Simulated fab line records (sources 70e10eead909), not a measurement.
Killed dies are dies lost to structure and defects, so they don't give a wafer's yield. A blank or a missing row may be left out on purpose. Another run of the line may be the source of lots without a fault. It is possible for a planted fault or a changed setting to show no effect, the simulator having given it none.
Chamber matching	flow nand_harc	NHARC_P_BONDPAD_ETCH_12 on rie_diel-08 has 4 sister chambers
The step etches the open film in CHF3/O2, target depth 200 nm, time 100 s. 14 wafers are shown with their chamber, then 6 later ones without.

EACH WAFER AND ITS CHAMBER
wafer	chamber	drypump_motor_current_A (A)	rf_vpp_V (V)	rf_fwd_power_W (W)
L226.2	1	6.36	372.9	497.2
L226.4	3	5.65	368.1	497.6
L226.6	2	5.96	373.5	498.7
L228.1	2	5.99	374.5	497.5
L228.3	1	6.33	372.3	500.5
L228.4	0	5.90	371.3	497.6
L230.2	0	5.90	369.2	500.3
L230.5	2	5.99	373.9	499.8
L230.6	3	5.64	368.2	497.1
L229.2	0	5.95	370.0	496.5
L229.3	1	6.35	372.2	499.3
L229.6	0	5.90	370.9	496.6
L231.1	1	6.32	374.1	497.2
L231.4	0	5.90	369.7	497.9

SIGNATURES (averages over the wafers above)
reading	chamber 0	chamber 1	chamber 2	chamber 3	scatter within a chamber
drypump_motor_current_A	5.9100	6.3400	5.9800	5.6450	0.0191
rf_vpp_V	370.220	372.875	373.967	368.150	0.761
rf_fwd_power_W	497.780	498.550	498.667	497.350	1.42
Rule: a wafer's distance from a chamber is the root of the sum, over the readings, of the square of ((its reading less the chamber's mean) divided by the reading's scatter). The wafer belongs to the nearest chamber; if the next one is less than 2 further off, it can't be placed. The scatter: the root of (the sum of the squares of (reading less its chamber's mean) over the shown wafers, divided by (wafers less chambers)).

WAFERS WITH NO CHAMBER GIVEN
wafer	drypump_motor_current_A (A)	rf_vpp_V (V)	rf_fwd_power_W (W)
L231.6	6.32	372.3	496.4
L235.1	5.98	369.5	498.0
L235.3	5.61	368.3	496.3
L235.6	5.95	369.9	500.1
L241.1	5.95	373.8	497.2
L241.3	6.34	372.8	498.9

EACH ONE'S CHAMBER
wafer	from the rows above	in truth
L231.6	1	1
L235.1	0	0
L235.3	3	3
L235.6	0	0
L241.1	2	2
L241.3	1	1
6 of 6 placed correctly. Not placeable from these rows: 0. 0 placed wrongly.
